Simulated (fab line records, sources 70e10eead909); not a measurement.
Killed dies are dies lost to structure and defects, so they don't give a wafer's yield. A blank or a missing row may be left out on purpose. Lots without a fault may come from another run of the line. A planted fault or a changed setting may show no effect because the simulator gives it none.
fab line records | flow nand_harc
record lots=11 wafers=33 last_day=34
route steps=1302 shown A_STAIRCASE@745 END@1302
lots that met no fault: from a run of the same line without faults
start_h: hours from the record's first day to the start of the lot's first wafer shown | wait_h: hours since the lot's step before | " the same as in the row above | L1.1+2: a row that stands for several wafers | - no value, or no start given | * or withheld: withheld | < > ~ a bound
route shown NAME@n: a module of which the file shows steps, and the number in the route of the first | usual: mean/standard deviation of fault-free wafers | same: alike in all rows | chamber/n: place in a boat | sites: the reading at each site | _std_site: their standard deviation | _edge_site: outer sites' mean less inner sites' | radius_mm: how far each site lies from the wafer's centre | mask NAME#n: copy n | behind: the tool/chamber that last shaped the wafer | hold: why the lot was held/for how many hours/how that ended | device: the transistor (n, p or np) that didn't switch | end of line: the same wafers' tests at the end of the route | a step without rows: its recipe alone | killed: dies lost to structure and defects at the first sort, not the wafer's yield | map: a wafer's dies, x killed, . not, _ none there
set.NAME: the setting as run; set.NAME@STEP: as run at that earlier step | model.NAME: the simulator's own value behind a step, which no gauge read
steps of the route over a sample of lots; a table a step, a row a wafer
services: from which hour (start_h, from the record's first day; less than 0 if before it) a tool's chamber was out of use, for how many hours, and why
## steps
# step NHARC_A_STAIRCASE_TRIM_231
# recipe time_s=211.2 o2_flow_sccm=500 ar_flow_sccm=0 bias_w=0 chemistry=O2
# usual drypump_motor_current_A=5.9/0.53 oes_product_au=1.003/0.01 rf_vpp_V=57.9/0.89 showerhead_plenum_p_Torr=3.60/0.15 throttle_valve_pct=17.037/0.0094
# columns lot.wafer tool chamber start_h wait_h drypump_motor_current_A oes_product_au rf_hours_counter_h rf_vpp_V showerhead_plenum_p_Torr throttle_valve_pct
L622.4 rie_diel-04 1 - - 6.0 0.979 0 57.1 3.81 17.037
L622.1 " 3 " " 6.1 1.003 0 57.8 3.74 17.044
L622.3 " 0 " " 5.3 1.017 0 58.0 3.47 17.040
L621.3 rie_diel-12 2 - - 5.3 1.005 24 58.0 3.39 17.034
L621.1 " 3 " " 5.9 1.010 25 58.5 3.67 17.035
L621.5 " 3 " " 5.9 1.007 - 58.7 3.67 17.027
L623.1 rie_diel-12 0 - - 5.9 1.010 36 57.6 3.29 17.050
L623.4 " 1 " " 6.7 0.986 33 57.4 3.64 17.043
L623.6 " 0 " " 5.9 0.994 - 56.4 3.29 17.030
L629.3 rie_diel-04 1 - - 6.1 1.001 29 58.3 3.79 17.037
L629.6 " 1 " " 6.0 0.985 - 58.3 3.79 17.048
L629.5 " 2 " " 6.3 0.989 - 58.6 3.79 17.029
L632.4 rie_diel-12 0 - - 5.8 1.001 8 58.4 3.80 17.034
L632.6 " 1 " " 6.7 1.001 - 56.5 3.63 17.056
L632.5 " 2 " " 5.3 1.003 - 58.8 3.37 17.035
L634.2 rie_diel-04 1 - - 6.0 0.991 48 57.7 3.78 17.043
L634.3 " 3 " " 6.1 0.995 46 56.8 3.71 17.030
L634.6 " 1 " " 6.1 0.998 - 56.8 3.78 17.052
L638.4 rie_diel-12 3 - - 5.9 1.003 23 58.6 3.65 17.038
L638.1 " 1 " " 6.7 1.010 25 61.2 3.62 17.043
L638.6 " 3 " " 5.9 1.003 - 56.9 3.65 17.027
L639.3 rie_diel-02 3 536.56 - 5.5 1.013 42 57.7 3.61 17.036
L639.4 " 0 " " 6.7 0.984 43 57.0 3.61 17.046
L639.5 " 2 " " 5.5 1.002 - 57.6 3.52 17.036
L640.3 rie_diel-12 1 - - 6.7 0.997 36 59.5 3.61 17.027
L640.2 " 2 " " 5.3 1.003 24 56.7 3.36 17.036
L640.4 " 3 " " 5.9 1.002 30 58.4 3.64 17.023
L642.4 rie_diel-12 1 - - 6.7 0.994 52 55.8 3.60 17.041
L642.2 " 2 " " 5.3 1.020 37 58.1 3.35 17.034
L642.5 " 1 " " 6.7 1.001 - 59.3 3.60 17.049
L644.3 rie_diel-04 3 - - 6.1 0.996 19 57.2 3.69 17.030
L644.1 " 0 " " 5.3 1.013 20 58.2 3.43 17.042
L644.5 " 3 " " 6.1 0.987 - 59.4 3.69 17.027
# step NHARC_A_STAIRCASE_DESCUM_252
# recipe time_s=3 o2_flow_sccm=200 ar_flow_sccm=0 bias_power_w=0 chemistry=O2
# usual drypump_motor_current_A=5.9/0.5 oes_product_au=1.001/0.011 rf_vpp_V=58.0/0.87 showerhead_plenum_p_Torr=1.95/0.088 throttle_valve_pct=11.312/0.0088
# columns lot.wafer tool chamber start_h wait_h drypump_motor_current_A oes_product_au rf_hours_counter_h rf_vpp_V showerhead_plenum_p_Torr throttle_valve_pct
L622.3 rie_diel-12 0 370.97 - 5.8 0.987 28 56.8 1.78 11.306
L622.1 " 1 " " 6.7 0.976 26 56.9 1.98 11.314
L622.4 " 3 " " 5.9 1.008 26 57.8 2.00 11.317
L621.3 rie_diel-12 1 371.32 - 6.7 0.988 26 57.4 1.98 11.331
L621.1 " 2 " " 5.3 1.015 24 57.8 1.83 11.306
L621.5 " 2 " " 5.3 1.010 - 58.6 1.83 11.327
L623.1 rie_diel-04 3 390.51 - 6.1 1.010 11 60.2 2.03 11.310
L623.4 " 1 " " 6.0 1.000 9 58.8 2.07 11.322
L623.6 " 0 " " 5.3 1.031 - 57.0 1.87 11.297
L629.3 rie_diel-12 0 444.62 - 5.8 0.997 53 56.7 1.77 11.308
L629.6 " 1 " " 6.7 0.989 - 57.9 1.97 11.312
L629.5 " 2 " " 5.3 0.995 - 58.4 1.82 11.313
L632.4 rie_diel-04 1 482.73 - 6.0 0.988 46 58.2 2.06 11.311
L632.5 " 1 " " 6.0 0.998 - 59.3 2.06 11.307
L632.6 " 2 " " 6.3 0.987 - 59.2 2.06 11.303
L634.2 rie_diel-04 3 496.04 - 6.1 0.988 46 58.7 2.02 11.321
L634.3 " 0 " " 5.3 1.019 42 57.2 1.86 11.324
L634.6 " 2 " " 6.4 1.003 - 57.8 2.06 11.319
L638.1 rie_diel-02 1 525.75 - 5.1 0.983 38 58.5 1.90 11.313
L638.4 " 0 " " 6.7 0.983 41 59.6 1.96 11.312
L638.6 " 1 " " 5.1 1.000 - 57.2 1.90 11.312
L639.3 rie_diel-02 3 539.15 - 5.5 1.016 44 57.3 1.96 11.319
L639.4 " 0 " " 6.7 0.986 45 57.0 1.96 11.318
L639.5 " 0 " " 6.7 0.986 - 58.3 1.96 11.293
L640.4 rie_diel-02 2 542.85 - 5.5 0.992 45 57.9 1.91 11.320
L640.2 " 0 " " 6.7 0.986 47 58.2 1.96 11.307
L640.3 " 1 " " 5.0 1.008 45 58.0 1.90 11.320
L642.4 rie_diel-04 1 582.07 - 6.0 0.994 10 58.9 2.05 11.314
L642.2 " 0 " " 5.3 1.009 12 57.3 1.86 11.302
L642.5 " 1 " " 6.0 1.006 - 57.1 2.05 11.314
L644.1 rie_diel-02 3 604.61 - 5.5 1.005 5 58.6 1.96 11.310
L644.3 " 0 " " 6.6 0.999 7 56.8 1.95 11.297
L644.5 " 1 " " 5.0 0.990 - 57.1 1.89 11.325
# step NHARC_A_STAIRCASE_EXPOSE_265
# recipe na=0.5 dose_mj=25.01 mask_id=CHOP_200
# usual exposure_dose_mJ_cm2=25.014/0.024
# columns lot.wafer tool chamber start_h wait_h mask exposure_dose_mJ_cm2
L622.1 krf_scanner-04 0 374.48 - CHOP_200#0 25.025
L622.3 " 0 " " CHOP_200#0 25.069
L622.4 " 0 " " CHOP_200#0 25.050
L621.1 krf_scanner-01 0 376.47 - CHOP_200#0 25.026
L621.3 " 0 " " CHOP_200#0 25.052
L621.5 " 0 " " CHOP_200#0 25.011
L623.1 krf_scanner-04 0 396.84 - CHOP_200#0 25.002
L623.4 " 0 " " CHOP_200#0 24.994
L623.6 " 0 " " CHOP_200#0 25.007
L629.3 krf_scanner-01 0 450.30 - CHOP_200#0 25.540
L629.5 " 0 " " CHOP_200#0 25.581
L629.6 " 0 " " CHOP_200#0 25.555
L632.4 krf_scanner-04 0 486.19 - CHOP_200#0 25.016
L632.5 " 0 " " CHOP_200#0 24.964
L632.6 " 0 " " CHOP_200#0 25.014
L634.2 krf_scanner-01 0 502.61 - CHOP_200#0 25.608
L634.3 " 0 " " CHOP_200#0 25.552
L634.6 " 0 " " CHOP_200#0 25.594
L638.1 krf_scanner-03 0 532.21 - CHOP_200#0 24.987
L638.4 " 0 " " CHOP_200#0 25.006
L638.6 " 0 " " CHOP_200#0 25.023
L639.3 krf_scanner-03 0 543.35 - CHOP_200#0 24.998
L639.4 " 0 " " CHOP_200#0 25.027
L639.5 " 0 " " CHOP_200#0 25.012
L640.2 krf_scanner-04 0 546.42 - CHOP_200#0 25.002
L640.3 " 0 " " CHOP_200#0 25.025
L640.4 " 0 " " CHOP_200#0 25.033
L642.2 krf_scanner-04 0 586.63 - CHOP_200#0 24.991
L642.4 " 0 " " CHOP_200#0 24.973
L642.5 " 0 " " CHOP_200#0 25.008
L644.1 krf_scanner-04 0 608.02 - CHOP_200#0 25.034
L644.3 " 0 " " CHOP_200#0 25.000
L644.5 " 0 " " CHOP_200#0 25.016
# step NHARC_A_STAIRCASE_ETCH_273
# recipe target_depth_a=1.02e+05 time_s=2468.6 ion_energy_ev=800 c4f8_flow_sccm=80 o2_flow_sccm=60 ar_flow_sccm=withheld rf_w=600 bias_w=3000 chemistry=C4F8/O2/Ar
# usual oes_product_au=0.937/0.013 rf_vpp_V=1833/11
# columns lot.wafer tool chamber start_h wait_h oes_product_au rf_hours_counter_h rf_vpp_V
L622.1 rie_diel-12 3 - - 0.958 26 1836
L622.3 " 0 " " 0.935 28 1811
L622.4 " 1 " " 0.917 26 1835
L621.3 rie_diel-04 3 - - 0.933 7 1841
L621.1 " 0 " " 0.941 5 1822
L621.5 " 2 " " 0.923 - 1848
L623.1 rie_diel-12 2 397.87 - 0.937 35 1815
L623.4 " 2 " " 0.941 - 1816
L623.6 " 1 " " 0.916 - 1836
L629.3 rie_diel-04 0 - - 0.951 26 1821
L629.6 " 1 " " 0.927 - 1845
L629.5 " 2 " " 0.935 - 1846
L632.4 rie_diel-04 3 - - 0.951 44 1841
L632.5 " 2 " " 0.938 - 1846
L632.6 " 3 " " 0.956 - 1839
L634.3 rie_diel-04 0 - - 0.942 43 1820
L634.2 " 1 " " 0.924 50 1845
L634.6 " 3 " " 0.933 - 1840
L638.1 rie_diel-12 0 - - 0.947 29 1845
L638.4 " 1 " " 0.933 30 1833
L638.6 " 1 " " 0.931 - 1833
L639.4 rie_diel-12 2 - - 0.961 25 1814
L639.3 " 3 " " 0.943 31 1834
L639.5 " 1 " " 0.942 - 1833
L640.2 rie_diel-12 3 - - 0.956 32 1834
L640.3 " 0 " " 0.947 35 1847
L640.4 " 2 " " 0.958 27 1814
L642.2 rie_diel-12 0 - - 0.957 48 1845
L642.4 " 1 " " 0.938 53 1833
L642.5 " 3 " " 0.965 - 1835
L644.1 rie_diel-12 0 - - 0.937 54 1845
L644.3 " 2 " " 0.942 43 1813
L644.5 " 1 " " 0.936 - 1830
# step NHARC_END_SORT_01
# recipe temp_c=25
# usual killed_at_array=56/19 killed_at_other=1.0/1.3 killed_at_periphery=3.8/2.2 killed_dies=61/19 killed_open=3.1/1.9 killed_short=2.3/1.5
# same gross_dies=677
# columns lot.wafer tool chamber start_h wait_h killed_at_array killed_at_other killed_at_periphery killed_dies killed_open killed_short
L634.2 prober-02 0 701.43 2.8 79 6 5 90 1 5
L634.3 prober-02 0 702.22 3.1 75 0 5 80 2 5
L634.6 prober-02 0 704.62 4.0 67 4 1 72 6 2
# killed by level:class
L634.2 A_SLIT:chamber_film_flake=41 A_CHANNEL_HOLE_D1:chamber_film_flake=25 THIN_TSV:chamber_film_flake=6 A_CONTACT:chamber_film_flake=5 P_M1:chamber_film_flake=2 P_GATE:geometric_particle:short=1 P_M2:geometric_particle:short=1 A_ONON_D1:geometric_particle:short=1
L634.3 A_SLIT:chamber_film_flake=33 A_CHANNEL_HOLE_D1:chamber_film_flake=30 P_M1:chamber_film_flake=3 A_ONON_D1:geometric_particle:short=2 A_WL_FILL:chamber_film_flake=2 A_STAIRCASE:chamber_film_flake=2 A_CONTACT:chamber_film_flake=2 P_CONTACT:geometric_particle:open=1
L634.6 A_CHANNEL_HOLE_D1:chamber_film_flake=29 A_SLIT:chamber_film_flake=24 THIN_TSV:chamber_film_flake=4 A_WL_FILL:chamber_film_flake=3 A_ONON_D2:geometric_particle:open=2 A_DECK1_JOINT:chamber_film_flake=2 A_CHANNEL_FILL_D1:geometric_particle:open=1 A_DECK1_JOINT:geometric_particle:open=1
## services
# columns tool chamber start_h hours kind
rie_diel-02 2 352.48 2.9 repair
krf_scanner-04 - 354.00 4.0 pm
rie_diel-04 0 354.57 4.2 repair
rie_diel-04 - 359.22 9.0 pm
krf_scanner-04 - 366.60 0.3 repair
rie_diel-02 - 371.02 0.4 repair
krf_scanner-03 - 371.45 55.1 repair
rie_diel-04 - 387.35 0.5 repair
rie_diel-02 - 397.36 9.0 pm
rie_diel-04 0 402.33 7.7 repair
rie_diel-02 - 416.53 0.6 repair
rie_diel-12 - 447.28 9.0 pm
rie_diel-02 3 455.29 2.5 repair
krf_scanner-01 - 460.97 3.2 repair
krf_scanner-04 - 463.08 0.6 repair
rie_diel-02 1 464.31 4.4 repair
krf_scanner-01 - 487.97 4.0 pm
rie_diel-12 2 499.02 10.7 repair
rie_diel-12 2 519.50 1.4 repair
krf_scanner-04 - 526.00 4.0 pm
rie_diel-04 - 536.33 9.0 pm
rie_diel-02 - 574.52 9.0 pm
rie_diel-12 3 596.29 4.9 repair
krf_scanner-04 - 601.50 4.5 repair
## key
first_sign step=NHARC_A_STAIRCASE_EXPOSE_265 reading=exposure_dose_mJ_cm2 direction=up sigmas=23 usual=25.014 struck=25.572
effect none on later readings
met_at NHARC_A_STAIRCASE_EXPOSE_265
struck_lots L629,L634
tester_left_out L629,L634
not_acting_at NHARC_A_STAIRCASE_TRIM_231,NHARC_A_STAIRCASE_DESCUM_252,NHARC_A_STAIRCASE_ETCH_273
onset_between 376.47 450.30
fault kind=process_parameter_drift tool=krf_scanner-01 chamber=- onset_h=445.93 steps=NHARC_A_STAIRCASE_EXPOSE_265 channel=dose_mj offset=0.55569 shape=step acts_in=these_recipes_only stated=25.01
# tester_left_out: of these lots the tester's yield and bins aren't shown, on N5 and GAA mostly nor the transistor test; their killed dies are dies lost to structure and defects alone, not to doping, threshold or leakage, so they don't give the yield
